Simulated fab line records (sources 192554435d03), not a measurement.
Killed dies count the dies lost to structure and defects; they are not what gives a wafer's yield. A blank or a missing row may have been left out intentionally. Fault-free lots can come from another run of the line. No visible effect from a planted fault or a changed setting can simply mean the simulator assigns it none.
Matching of chambers	flow n5-finfet	N5_BEOL_M1_DEP_57 on pecvd-01 has 3 sister chambers
The step deposits SiCN from 3MS/NH3, target thk 8 nm, time 14 s. 20 wafers are shown with their chamber, then 9 later ones without.

WAFERS WITH THEIR CHAMBER
wafer	chamber	showerhead-plenum-p-Torr (Torr)	throttle-valve-pct (%)	chamber-pressure-Torr (Torr)
L074.1	0	3.674	9.1	3.007
L074.4	2	3.676	9.6	2.999
L074.6	0	3.683	9.1	3.002
L077.3	1	3.647	8.8	3.013
L077.4	2	3.676	9.7	3.002
L077.6	0	3.687	8.7	3.001
L079.1	0	3.679	8.8	3.012
L079.2	2	3.682	9.9	2.999
L081.2	0	3.685	8.8	3.006
L081.4	1	3.646	8.7	2.994
L081.6	0	3.690	8.9	3.007
L082.1	2	3.675	9.6	2.991
L082.2	0	3.683	8.9	2.992
L082.6	0	3.683	9.0	3.003
L084.3	0	3.680	9.3	3.010
L084.5	2	3.679	10.1	3.007
L084.6	1	3.639	8.7	2.998
L088.2	2	3.683	8.2	2.994
L088.5	1	3.654	8.6	3.005
L088.6	2	3.685	8.1	3.001

SIGNATURES (means of the wafers above)
reading	chamber 0	chamber 1	chamber 2	scatter within a chamber
showerhead-plenum-p-Torr	3.68267	3.64650	3.67943	0.00473
throttle-valve-pct	8.956	8.700	9.314	0.502
chamber-pressure-Torr	3.00444	3.00250	2.99900	0.0062
Rule: for each reading, subtract the chamber's mean from the wafer's reading, divide by that reading's scatter and square the result; add these up over the readings and take the root, which gives the wafer's distance from the chamber. The wafer belongs to the nearest chamber; if the next one is less than 2 further off, it can't be placed. The scatter: take each reading less its chamber's mean, square it, sum over the shown wafers, divide by the number of wafers less the number of chambers, and take the root.

WAFERS WHOSE CHAMBER IS MISSING
wafer	showerhead-plenum-p-Torr (Torr)	throttle-valve-pct (%)	chamber-pressure-Torr (Torr)
L092.3	3.654	8.8	3.008
L092.5	3.683	9.1	2.987
L092.6	3.651	9.0	3.011
L094.1	3.678	8.3	2.997
L094.4	3.675	8.3	2.999
L094.6	3.686	8.9	3.004
L096.2	3.653	9.0	3.013
L096.4	3.670	8.4	3.005
L096.6	3.644	8.9	2.991

WHICH CHAMBER EACH ONE RAN IN
wafer	from the rows above	in truth
L092.3	1	1
L092.5	can't be placed: 2 or 0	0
L092.6	1	1
L094.1	can't be placed: 0 or 2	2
L094.4	can't be placed: 2 or 0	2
L094.6	can't be placed: 0 or 2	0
L096.2	1	1
L096.4	can't be placed: 2 or 0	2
L096.6	1	1
Correct placement for 4 of the 9. Unplaceable from these rows: 5, with the true chamber sitting among the candidates in 5. 0 placed wrongly.
